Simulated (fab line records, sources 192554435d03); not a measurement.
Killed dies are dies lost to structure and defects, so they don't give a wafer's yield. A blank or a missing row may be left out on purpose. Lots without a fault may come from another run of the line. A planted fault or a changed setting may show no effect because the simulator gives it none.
Chamber matching | flow n5_finfet | N5_FIN_SAQP_MANDREL2_REMOVE_60 on rie_si-02: 4 sister chambers
The step chemistry HBr/Cl2/O2, target a-Si, stops on SiNx, bt time 10 s. 14 wafers are shown with their chamber, then 7 later ones without.

WAFERS WITH THEIR CHAMBER
wafer  | chamber | oes_product_au (a.u.) | drypump_motor_current_A (A) | mfc_cl2_sccm (sccm)
L079.3 | 3       | 1.006                 | 5.6                         | 79.99
L079.4 | 2       | 0.993                 | 5.6                         | 80.68
L079.6 | 3       | 1.010                 | 5.6                         | 80.17
L084.2 | 0       | 1.013                 | 5.6                         | 80.07
L084.4 | 3       | 1.019                 | 5.6                         | 80.09
L084.5 | 1       | 0.977                 | 5.5                         | 79.79
L088.3 | 2       | 0.992                 | 5.6                         | 80.18
L088.5 | 0       | 1.007                 | 5.5                         | 80.41
L088.6 | 1       | 0.978                 | 5.5                         | 80.12
L091.3 | 1       | 0.976                 | 5.5                         | 80.43
L091.4 | 2       | 1.006                 | 5.6                         | 80.09
L091.5 | 2       | 0.999                 | 5.6                         | 79.87
L092.1 | 2       | 1.007                 | 5.6                         | 80.37
L092.3 | 0       | 1.013                 | 5.6                         | 80.25

SIGNATURES (means of the wafers above)
reading                 | chamber 0 | chamber 1 | chamber 2 | chamber 3 | scatter within a chamber
oes_product_au          | 1.01100   | 0.97700   | 0.99940   | 1.01167   | 0.00558
drypump_motor_current_A | 5.567     | 5.500     | 5.600     | 5.600     | 0.0258
mfc_cl2_sccm            | 80.2433   | 80.1133   | 80.2380   | 80.0833   | 0.255
Rule: a wafer's distance from a chamber is the root of the sum, over the readings, of the square of ((its reading less the chamber's mean) divided by the reading's scatter). The wafer belongs to the nearest chamber; if the next one is less than 2 further off, it can't be placed. The scatter: the root of (the sum of the squares of (reading less its chamber's mean) over the shown wafers, divided by (wafers less chambers)).

WAFERS WITHOUT THEIR CHAMBER
wafer  | oes_product_au (a.u.) | drypump_motor_current_A (A) | mfc_cl2_sccm (sccm)
L092.6 | 1.018                 | 5.6                         | 80.33
L093.3 | 0.995                 | 5.6                         | 80.13
L093.5 | 1.004                 | 5.6                         | 79.76
L093.6 | 1.009                 | 5.6                         | 80.00
L096.1 | 1.001                 | 5.6                         | 80.43
L096.2 | 0.979                 | 5.5                         | 79.73
L096.4 | 1.008                 | 5.6                         | 79.79

WHICH CHAMBER EACH WENT THROUGH
wafer  | from the rows above          | in truth
L092.6 | can't be placed: 3 or 0 or 2 | 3
L093.3 | 2                            | 2
L093.5 | can't be placed: 3 or 2 or 0 | 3
L093.6 | can't be placed: 3 or 0 or 2 | 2
L096.1 | can't be placed: 2 or 0 or 3 | 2
L096.2 | 1                            | 1
L096.4 | can't be placed: 3 or 0 or 2 | 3
Placed correctly: 2 of 7. Can't be placed from these rows: 5 (the true chamber is among the candidates in 5). Placed wrongly: 0.
